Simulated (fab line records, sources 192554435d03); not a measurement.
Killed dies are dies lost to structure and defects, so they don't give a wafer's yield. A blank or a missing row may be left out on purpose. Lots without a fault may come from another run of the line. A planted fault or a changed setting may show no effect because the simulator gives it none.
One fault seen from 2 desks | flow n5_finfet | each desk has only its own numbers; what lay behind them comes last

THE TOOL OWNER'S DESK: pecvd-03
The tool's own readings at N5_BEOL_M4_ILD_DEP_00 (deposits SiOC from DEMS/O2, target thk 79 nm, time 15.3 s): means of the sampled wafers that have a number, for each lot that ran on this tool. A lot is out of limits, marked OUT, if its mean lies more than 4 standard deviations from the usual mean; the brackets give that distance.
Columns: A = heater_power_w at N5_BEOL_M4_ILD_DEP_00, usual 463 W; B = showerhead_plenum_p_Torr at N5_BEOL_M4_ILD_DEP_00, usual 5.692 Torr; C = susceptor_temp_C at N5_BEOL_M4_ILD_DEP_00, usual 350.00 C; D = throttle_valve_pct at N5_BEOL_M4_ILD_DEP_00, usual 12.1 %
lot  | first seen here | A   | B     | C                | D
L914 | day 9 09:43     | 535 | 5.697 | 349.81           | 12.0
L918 | day 10 08:02    | 493 | 5.681 | 349.94           | 12.3
L919 | day 10 10:44    | 523 | 5.704 | 349.77           | 11.8
L922 | day 11 06:25    | 496 | 5.698 | 345.17 (-23) OUT | 12.2
L923 | day 11 09:15    | 464 | 5.695 | 345.08 (-23) OUT | 12.2
This desk's finding: out of limits on L922, L923; first on L922, day 11 06:25 (susceptor_temp_C at N5_BEOL_M4_ILD_DEP_00). In limits: L914, L918, L919.

THE METROLOGY DESK
What the gauges read, lot by lot, whatever tool the lot ran on: means of the sampled wafers that have a number. A lot is out of limits, marked OUT, if its mean lies more than 4 standard deviations from the usual mean; the brackets give that distance. Of its 11 readings 7 are shown: those that lie furthest out on some lot.
Columns: A = DIBL_N at N5_BEOL_M4_RC_MEAS_101, usual 36.5 mV/V; B = DIBL_P at N5_BEOL_M4_RC_MEAS_101, usual 36.6 mV/V; C = IOFF_P at N5_BEOL_M4_RC_MEAS_101, usual 0.217 nA/um; D = ION_P at N5_BEOL_M4_RC_MEAS_101, usual 464 uA/um; E = SS_N at N5_BEOL_M4_RC_MEAS_101, usual 71.6 mV/dec; F = SS_P at N5_BEOL_M4_RC_MEAS_101, usual 73.4 mV/dec; G = VT_P at N5_BEOL_M4_RC_MEAS_101, usual -250 mV
lot  | first seen here | A    | B    | C     | D   | E    | F    | G
L908 | day 7 16:47     | 35.0 | 36.3 | 0.201 | 463 | 71.7 | 72.9 | -250
L914 | day 9 09:47     | 37.2 | 36.1 | 0.233 | 467 | 71.8 | 73.6 | -248
L918 | day 10 08:07    | 39.5 | 39.8 | 0.219 | 457 | 72.5 | 74.7 | -251
L919 | day 10 10:48    | 36.5 | 36.0 | 0.220 | 467 | 71.3 | 72.8 | -248
L920 | day 10 23:35    | 36.9 | 37.1 | 0.198 | 456 | 71.7 | 73.7 | -254
L921 | day 11 03:23    | 36.4 | 36.9 | 0.222 | 465 | 71.3 | 73.7 | -248
L922 | day 11 06:29    | 37.4 | 37.8 | 0.243 | 470 | 71.5 | 73.7 | -248
L923 | day 11 09:19    | 36.1 | 35.6 | 0.167 | 451 | 71.7 | 72.9 | -256
L924 | day 11 20:05    | 35.7 | 35.1 | 0.179 | 459 | 71.2 | 72.9 | -253
L930 | day 13 07:36    | 36.7 | 36.3 | 0.218 | 462 | 71.9 | 73.6 | -251
This desk's finding: nothing out of limits on any of the 10 lots.

PUT TOGETHER
The tool owner's desk could have raised an alarm at day 11 06:25, on L922, L923.
The metrology desk saw nothing out of limits.
The metrology desk has L922, L923 on record, within its limits.
Of the lots named, all ran N5_BEOL_M4_ILD_DEP_00 on pecvd-03.

WHAT THE SIMULATOR HAD PUT IN
Process parameter drift: pecvd-03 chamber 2, from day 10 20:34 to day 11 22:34, at N5_BEOL_M4_ILD_DEP_00. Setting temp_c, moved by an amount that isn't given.
Lots struck among those shown: L922, L923.
Hours from the fault's start to each desk's first reading out of limits: the tool owner's desk, 10.
